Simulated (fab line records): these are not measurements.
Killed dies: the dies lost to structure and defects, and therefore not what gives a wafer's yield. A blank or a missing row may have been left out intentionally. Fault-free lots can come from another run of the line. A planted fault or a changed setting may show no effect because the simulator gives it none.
Split-lot trial || flow n5Finfet || 21 wafers read from 7 lots, route of 1938 steps

ON THE SPLIT
At N5_BEOL_M5_PECVD_70 (deposits SiO2 from TEOS/O2, target thk 16 nm, time 18 s), the setting tempC was moved away from the recipe's 400 C on 4 of the 21 wafers read, by +3.1% to +3.9%. The other wafers ran this setting at the recipe's value.

FROM THE SPLIT TO THE READING: what the file shows between them, 13 steps
- N5_BEOL_M5_COAT_05: resist thk 30 nm (also split here: spinRpm)
- N5_BEOL_M5_ETCH_72: etches underlayer in N2/H2, target depth 6.5 nm, time 5.2 s (also split here: biasW)
- N5_BEOL_M5_COAT_22: resist thk 30 nm (also split here: spinRpm)
- N5_BEOL_M5_EBR_24
- N5_BEOL_M5_SOFTBAKE_23: time 60 s
- N5_BEOL_M5_EXPOSE_25: exposes mask V4, defocus 10 nm
- N5_BEOL_M5_PEB_26: peb time 60 s
- N5_BEOL_M5_DEVELOP_27: develop time 30 s
- N5_BEOL_M5_DESCUM_33: chemistry O2, time 7 s
- N5_BEOL_M5_ETCH_75: etches underlayer in N2/H2, target depth 6.5 nm, time 5.2 s
- N5_BEOL_M5_ETCH_67: etches SiARC in CF4, target depth 15.6 nm, time 26 s
- N5_BEOL_M5_ETCH_68: etches SOC in N2/H2, target depth 80 nm, overetch 16 nm, time 120 s
- N5_BEOL_M5_STRIP_91: strips in N2/H2, time 10 s

THE READING
SiO2_of_BEOL_M5_PECVD_70.thkNm (the simulator's own value, which no gauge read), in nm, at N5_BEOL_M5_HM_STRIP_39 (strips TiN in peroxide tin strip, target depth 25 nm, time 158 s). The file does not state a usual value for it. Across the 17 wafers here that went through the recipe, the average is 15.6 nm and the standard deviation 0.24 nm.

{"wafer": "L074.1", "tool, chamber at the split": "pecvd-01, 0", "tempC as run, C": 400, "against the recipe": "recipe", "SiO2_of_BEOL_M5_PECVD_70.thkNm, nm": 15.6, "against lot-mates on the recipe": "-"}
{"wafer": "L074.4", "tool, chamber at the split": "pecvd-01, 0,1", "tempC as run, C": 400, "against the recipe": "recipe", "SiO2_of_BEOL_M5_PECVD_70.thkNm, nm": 15.6, "against lot-mates on the recipe": "-"}
{"wafer": "L074.5", "tool, chamber at the split": "pecvd-01, 0,1", "tempC as run, C": 400, "against the recipe": "recipe", "SiO2_of_BEOL_M5_PECVD_70.thkNm, nm": 15.6, "against lot-mates on the recipe": "-"}
{"wafer": "L080.2", "tool, chamber at the split": "pecvd-04, 1", "tempC as run, C": 400, "against the recipe": "recipe", "SiO2_of_BEOL_M5_PECVD_70.thkNm, nm": 15.8, "against lot-mates on the recipe": "-"}
{"wafer": "L080.3", "tool, chamber at the split": "pecvd-04, 0", "tempC as run, C": 400, "against the recipe": "recipe", "SiO2_of_BEOL_M5_PECVD_70.thkNm, nm": 15.4, "against lot-mates on the recipe": "-"}
{"wafer": "L080.6", "tool, chamber at the split": "pecvd-04, 2", "tempC as run, C": 415.5, "against the recipe": "+3.9%", "SiO2_of_BEOL_M5_PECVD_70.thkNm, nm": 14.2, "against lot-mates on the recipe": -1.4}
{"wafer": "L088.1", "tool, chamber at the split": "pecvd-01, 1", "tempC as run, C": 412.3, "against the recipe": "+3.1%", "SiO2_of_BEOL_M5_PECVD_70.thkNm, nm": 14.4, "against lot-mates on the recipe": -1.0}
{"wafer": "L088.3", "tool, chamber at the split": "pecvd-01, 0", "tempC as run, C": 400, "against the recipe": "recipe", "SiO2_of_BEOL_M5_PECVD_70.thkNm, nm": 15.4, "against lot-mates on the recipe": "-"}
{"wafer": "L088.4", "tool, chamber at the split": "pecvd-01, 1", "tempC as run, C": 412.3, "against the recipe": "+3.1%", "SiO2_of_BEOL_M5_PECVD_70.thkNm, nm": 14.6, "against lot-mates on the recipe": -0.8}
{"wafer": "L089.2", "tool, chamber at the split": "pecvd-01, 1", "tempC as run, C": 400, "against the recipe": "recipe", "SiO2_of_BEOL_M5_PECVD_70.thkNm, nm": 15.4, "against lot-mates on the recipe": "-"}
{"wafer": "L089.4", "tool, chamber at the split": "pecvd-01, 0", "tempC as run, C": 412.5, "against the recipe": "+3.1%", "SiO2_of_BEOL_M5_PECVD_70.thkNm, nm": 14.4, "against lot-mates on the recipe": -1.2}
{"wafer": "L089.5", "tool, chamber at the split": "pecvd-01, 1", "tempC as run, C": 400, "against the recipe": "recipe", "SiO2_of_BEOL_M5_PECVD_70.thkNm, nm": 15.8, "against lot-mates on the recipe": "-"}
{"wafer": "L090.1", "tool, chamber at the split": "pecvd-03, 2", "tempC as run, C": 400, "against the recipe": "recipe", "SiO2_of_BEOL_M5_PECVD_70.thkNm, nm": 15.8, "against lot-mates on the recipe": "-"}
{"wafer": "L090.4", "tool, chamber at the split": "pecvd-03, 0,2", "tempC as run, C": 400, "against the recipe": "recipe", "SiO2_of_BEOL_M5_PECVD_70.thkNm, nm": 15.8, "against lot-mates on the recipe": "-"}
{"wafer": "L090.6", "tool, chamber at the split": "pecvd-03, 0,2", "tempC as run, C": 400, "against the recipe": "recipe", "SiO2_of_BEOL_M5_PECVD_70.thkNm, nm": 16, "against lot-mates on the recipe": "-"}
{"wafer": "L091.1", "tool, chamber at the split": "pecvd-04, 2", "tempC as run, C": 400, "against the recipe": "recipe", "SiO2_of_BEOL_M5_PECVD_70.thkNm, nm": 15.8, "against lot-mates on the recipe": "-"}
{"wafer": "L091.2", "tool, chamber at the split": "pecvd-04, 0", "tempC as run, C": 400, "against the recipe": "recipe", "SiO2_of_BEOL_M5_PECVD_70.thkNm, nm": 15, "against lot-mates on the recipe": "-"}
{"wafer": "L091.4", "tool, chamber at the split": "pecvd-04, 0", "tempC as run, C": 400, "against the recipe": "recipe", "SiO2_of_BEOL_M5_PECVD_70.thkNm, nm": 15.6, "against lot-mates on the recipe": "-"}
{"wafer": "L095.2", "tool, chamber at the split": "pecvd-04, 2", "tempC as run, C": 400, "against the recipe": "recipe", "SiO2_of_BEOL_M5_PECVD_70.thkNm, nm": 15.6, "against lot-mates on the recipe": "-"}
{"wafer": "L095.4", "tool, chamber at the split": "pecvd-04, 1", "tempC as run, C": 400, "against the recipe": "recipe", "SiO2_of_BEOL_M5_PECVD_70.thkNm, nm": 16, "against lot-mates on the recipe": "-"}
{"wafer": "L095.5", "tool, chamber at the split": "pecvd-04, 2", "tempC as run, C": 400, "against the recipe": "recipe", "SiO2_of_BEOL_M5_PECVD_70.thkNm, nm": 15.8, "against lot-mates on the recipe": "-"}
If several chambers appear in one row, that row covers several wafers at once and the file leaves open which wafer was in which chamber.

FIT RESULTS
A straight line over all 21 wafers: SiO2_of_BEOL_M5_PECVD_70.thkNm changes by -0.379 nm for each +1% of tempC; r = -0.91; the points scatter about the line by 0.23 nm.
The same after taking each lot's own level away (the mean of its wafers on the recipe; 21 wafers): -0.337 nm for each +1%; r = -0.92; scatter 0.19 nm.
According to that fit, moving tempC by its largest amount changes the reading by 1.3 nm.
Measured against the standard deviation above, the lots' own levels, which go from 15.40 to 15.87 nm, span 1.9 times it.
Hence the slope depends on the lot-to-lot level, as the two fits are not the same.
Check: -1.25 nm against its lot-mates is what the line predicts for one of the wafers moved furthest among these (+3.9%) when that wafer is left out of the fit. Against them it came out at -1.4 nm.

OTHER SPLITS APPLIED TO THESE WAFERS
These wafers also went through other splits before the reading. Each is held against what the fit with the lots' levels taken away leaves over:
{"other split on the same wafers": "N5_BEOL_M4_EXPOSE_25 doseMj", "wafers away from the commonest value": 2, "r with SiO2_of_BEOL_M5_PECVD_70.thkNm (lot level and that fit taken away)": "+0.00"}
{"other split on the same wafers": "N5_BEOL_M5_COAT_05 spinRpm", "wafers away from the commonest value": 11, "r with SiO2_of_BEOL_M5_PECVD_70.thkNm (lot level and that fit taken away)": "+0.02"}
{"other split on the same wafers": "N5_BEOL_M5_ETCH_72 biasW", "wafers away from the commonest value": 8, "r with SiO2_of_BEOL_M5_PECVD_70.thkNm (lot level and that fit taken away)": "+0.03"}
{"other split on the same wafers": "N5_BEOL_M5_COAT_22 spinRpm", "wafers away from the commonest value": 4, "r with SiO2_of_BEOL_M5_PECVD_70.thkNm (lot level and that fit taken away)": -0.12}

THE WHOLE CHAIN: every reading that the file lists as answering this split, in the file's order
{"step": "N5_BEOL_M5_PECVD_70", "what it does": "deposits SiO2 from TEOS/O2, target thk 16 nm, time 18 s", "reading": "SiO2_of_BEOL_M5_PECVD_70.thkNm (the simulator's own value, which no gauge read)", "change (the file's fit)": "-0.308 nm for each +1% of the setting", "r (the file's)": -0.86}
{"step": "N5_BEOL_M5_HM_STRIP_39", "what it does": "strips TiN in peroxide tin strip, target depth 25 nm, time 158 s", "reading": "SiO2_of_BEOL_M5_PECVD_70.thkNm (the simulator's own value, which no gauge read)", "change (the file's fit)": "-0.349 nm for each +1% of the setting", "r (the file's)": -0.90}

THE FILE'S OWN FIT
SiO2_of_BEOL_M5_PECVD_70.thkNm changes by -0.349 nm for each +1% of tempC, r = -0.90.
